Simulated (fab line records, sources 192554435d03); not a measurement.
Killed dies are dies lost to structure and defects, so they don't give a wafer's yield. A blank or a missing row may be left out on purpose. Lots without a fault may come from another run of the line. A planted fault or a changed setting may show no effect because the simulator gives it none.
Chamber matching | flow n5_finfet | N5_BEOL_M3_ETCH_77 on rie_diel-01: 4 sister chambers
The step etches underlayer in N2/H2, target depth 6.5 nm, time 5.2 s. 18 wafers are shown with their chamber, then 9 later ones without.

WAFERS WITH THEIR CHAMBER
wafer  | chamber | drypump_motor_current_A (A) | showerhead_plenum_p_Torr (Torr) | throttle_valve_pct (%)
L075.1 | 1       | 5.7                         | 2.40                            | 17.94
L075.4 | 0       | 6.0                         | 2.53                            | 17.87
L075.5 | 3       | 6.3                         | 2.45                            | 17.78
L076.4 | 0       | 6.0                         | 2.53                            | 17.86
L076.5 | 2       | 5.6                         | 2.47                            | 17.57
L076.6 | 1       | 5.7                         | 2.39                            | 17.92
L079.1 | 0       | 6.0                         | 2.53                            | 17.85
L079.4 | 3       | 6.4                         | 2.45                            | 17.79
L079.5 | 1       | 5.7                         | 2.39                            | 17.91
L081.2 | 3       | 6.3                         | 2.45                            | 17.79
L081.3 | 1       | 5.7                         | 2.39                            | 17.94
L081.6 | 1       | 5.7                         | 2.39                            | 17.93
L083.2 | 3       | 6.3                         | 2.45                            | 17.79
L083.3 | 0       | 6.0                         | 2.52                            | 17.87
L083.5 | 2       | 5.6                         | 2.47                            | 17.58
L085.1 | 3       | 6.3                         | 2.45                            | 17.80
L085.4 | 0       | 6.0                         | 2.52                            | 17.88
L085.5 | 2       | 5.6                         | 2.46                            | 17.60

SIGNATURES (means of the wafers above)
reading                  | chamber 0 | chamber 1 | chamber 2 | chamber 3 | scatter within a chamber
drypump_motor_current_A  | 6.000     | 5.700     | 5.600     | 6.320     | 0.0239
showerhead_plenum_p_Torr | 2.5260    | 2.3920    | 2.4667    | 2.4500    | 0.00436
throttle_valve_pct       | 17.8660   | 17.9280   | 17.5833   | 17.7900   | 0.0115
Rule: a wafer's distance from a chamber is the root of the sum, over the readings, of the square of ((its reading less the chamber's mean) divided by the reading's scatter). The wafer belongs to the nearest chamber; if the next one is less than 2 further off, it can't be placed. The scatter: the root of (the sum of the squares of (reading less its chamber's mean) over the shown wafers, divided by (wafers less chambers)).

WAFERS WITHOUT THEIR CHAMBER
wafer  | drypump_motor_current_A (A) | showerhead_plenum_p_Torr (Torr) | throttle_valve_pct (%)
L088.4 | 6.3                         | 2.45                            | 17.84
L088.5 | 5.6                         | 2.46                            | 17.62
L088.6 | 6.3                         | 2.45                            | 17.79
L090.4 | 6.0                         | 2.52                            | 17.90
L090.5 | 5.6                         | 2.46                            | 17.61
L090.6 | 6.3                         | 2.44                            | 17.82
L095.2 | 6.3                         | 2.44                            | 17.86
L095.5 | 5.7                         | 2.70                            | 17.47
L095.6 | 6.0                         | 2.51                            | 17.91

WHICH CHAMBER EACH WENT THROUGH
wafer  | from the rows above     | in truth
L088.4 | 3                       | 3
L088.5 | 2                       | 2
L088.6 | 3                       | 3
L090.4 | 0                       | 0
L090.5 | 2                       | 2
L090.6 | 3                       | 3
L095.2 | 3                       | 3
L095.5 | can't be placed: 0 or 2 | 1
L095.6 | 0                       | 0
Placed correctly: 8 of 9. Can't be placed from these rows: 1 (the true chamber is among the candidates in 0). Placed wrongly: 0.
